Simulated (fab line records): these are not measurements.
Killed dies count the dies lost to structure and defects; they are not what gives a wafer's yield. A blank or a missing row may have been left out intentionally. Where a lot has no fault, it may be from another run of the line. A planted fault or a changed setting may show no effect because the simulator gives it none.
Struck lot and sound lot, side by side :: flow n5Finfet :: 14 steps out of a route of 1938
Sound: the wafers L313.1, L313.4, L313.5. Struck: wafers L317.2, L317.4, L317.6. Last of all comes the cause.
Order at every step that has rows: each side's tool, ch and its chambers, its first start. Under that, the readings that differ: sound wafers :: struck wafers :: difference of the means :: sigmas: that difference in standard deviations of wafers without a fault.
alike: same words and numbers on both sides, and readings whose means sit less than 2 such deviations apart. not compared: any withheld reading, any reading some wafer has no value for, any bound like >300 that may hide the same value, and any number with overlapping values for which the record gives no deviation.
Wherever a step has rows on one side only, a row that says differs or no value, or a row with sigmas, the two part there. Numbers that don't overlap but have no deviation are shown without sigmas and don't part them. Lack of a reading on every wafer of one side parts them only where that side has two or more wafers.

N5_BEOL_M13_THK_MEAS_50: measures by xrf.
  struck on filmMetro-01, day 11 14:14; sound on filmMetro-01, day 11 00:35
  alike: M13_THK
then, 1 step without rows for these wafers: N5_BEOL_M13_PRE_CLEAN_52 (time 15 s).
N5_BEOL_M13_DEP_53: deposits SiCN from 3MS/NH3, target thk 50 nm, time 17.8 s.
  sound on pecvd-01 ch 0,1,2, day 11 00:38; struck on pecvd-02 ch 0,1,2, day 11 14:18
  alike: showerheadPlenumPTorr, throttleValvePct
N5_BEOL_M13_RS_MEAS_54: measures by four-point-probe.
  struck on filmMetro-01, day 11 14:22; sound on filmMetro-02, day 11 00:43
  alike: M13_RS
N5_BEOL_M13_INSPECT_55: inspects for defects (darkfield).
  struck on defectInspect-02, day 11 14:23; sound on defectInspect-02, day 11 00:44
  alike: rawDefectCount
N5_BEOL_M14_ILD_DEP_00: deposits SiO2 from TEOS/O2, target thk 1119.3 nm, time 237.4 s.
  sound on pecvd-02 ch 0,1, day 11 00:46; struck on pecvd-01 ch 0,1,2, day 11 14:26
  alike: heaterPowerW, showerheadPlenumPTorr, throttleValvePct
N5_BEOL_M14_THK_MEAS_01:
  struck on filmMetro-02, day 11 14:37; sound on filmMetro-02, day 11 01:02
  alike: M14_ILD_THK
then, 5 steps without rows for these wafers: N5_BEOL_M14_COAT_58 (time 60 s, resist thk 89 nm); N5_BEOL_M14_COAT_04 (resist thk 800 nm); N5_BEOL_M14_EBR_06; N5_BEOL_M14_SOFTBAKE_05 (time 60 s); N5_BEOL_M14_EXPOSE_07 (exposes mask V13).
N5_BEOL_M14_PEB_08: peb time 90 s.
  sound on lithoTrack-03 ch 0, day 11 01:22; struck on lithoTrack-05, day 11 14:56
  no value came back on the struck wafers for chillPlateTempC (C), exhaustPa (Pa), resistLineTempC (C); on the sound wafers chillPlateTempC (C) reads 23.05 22.96 23.08
then, 1 step without rows for these wafers: N5_BEOL_M14_DEVELOP_09 (develop time 45 s).

## WHERE THEY PART
At N5_BEOL_M14_PEB_08 and nowhere else, as far as this record goes.

WHY: what the simulator had put in
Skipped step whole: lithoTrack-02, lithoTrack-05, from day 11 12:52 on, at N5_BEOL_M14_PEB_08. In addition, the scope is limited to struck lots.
